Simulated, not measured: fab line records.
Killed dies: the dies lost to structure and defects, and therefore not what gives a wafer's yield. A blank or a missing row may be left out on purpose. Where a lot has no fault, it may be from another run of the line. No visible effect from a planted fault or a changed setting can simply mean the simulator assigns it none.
Chamber matching | flow n5-finfet | N5_FIN_SAQP_PECVD_47 on pecvd-03: 3 sister chambers
The step deposits a-Si from SiH4/He, target thk 45 nm, time 36.3 s. 14 wafers are shown with their chamber, then 7 later ones without.

== EACH WAFER AND ITS CHAMBER ==
wafer  | chamber | showerhead-plenum-p-Torr (Torr) | throttle-valve-pct (%) | heater-power-w (W)
L344.1 | 2       | 5.51                            | 17.8                   | 866
L344.5 | 2       | 5.51                            | 17.5                   | 874
L344.6 | 1       | 5.63                            | 18.1                   | 874
L346.1 | 0       | 5.68                            | 18.4                   | 1024
L346.5 | 2       | 5.52                            | 17.6                   | 857
L346.6 | 1       | 5.62                            | 18.4                   | 949
L347.2 | 2       | 5.52                            | 17.6                   | 927
L347.3 | 1       | 5.64                            | 18.2                   | 916
L347.6 | 2       | 5.52                            | 17.7                   | 938
L348.1 | 0       | 5.68                            | 18.7                   | 1052
L348.2 | 1       | 5.66                            | 18.3                   | 988
L348.4 | 0       | 5.68                            | 18.8                   | 1063
L354.2 | 1       | 5.65                            | 18.1                   | 896
L354.3 | 2       | 5.52                            | 17.6                   | 858

SIGNATURES, as means of the wafers listed above
reading                  | chamber 0 | chamber 1 | chamber 2 | scatter within a chamber
showerhead-plenum-p-Torr | 5.6800    | 5.6400    | 5.5167    | 0.0102
throttle-valve-pct       | 18.633    | 18.220    | 17.633    | 0.138
heater-power-w           | 1046.33   | 924.60    | 886.67    | 37.4
Rule: a wafer's distance from a chamber is the root of the sum, over the readings, of the square of ((its reading less the chamber's mean) divided by the reading's scatter). The wafer belongs to the nearest chamber; if the next one is less than 2 further off, it can't be placed. The scatter: the root of (the sum of the squares of (reading less its chamber's mean) over the shown wafers, divided by (wafers less chambers)).

== WAFERS WITHOUT THEIR CHAMBER ==
wafer  | showerhead-plenum-p-Torr (Torr) | throttle-valve-pct (%) | heater-power-w (W)
L354.6 | 5.53                            | 17.8                   | 884
L355.1 | 5.67                            | 18.4                   | 1027
L355.4 | 5.69                            | 18.8                   | 1018
L355.5 | 5.53                            | 17.6                   | 931
L363.1 | 5.52                            | 17.8                   | 958
L363.3 | 5.68                            | 18.5                   | 923
L363.4 | 5.68                            | 18.6                   | 959

== CHAMBER TAKEN BY EACH ==
wafer  | from the rows above     | in truth
L354.6 | 2                       | 2
L355.1 | 0                       | 0
L355.4 | 0                       | 0
L355.5 | 2                       | 2
L363.1 | 2                       | 2
L363.3 | can't be placed: 0 or 1 | 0
L363.4 | 0                       | 0
Correctly placed: 6 of 7. Can't be placed from these rows: 1 (the true chamber is among the candidates in 1). Wrongly placed: 0.
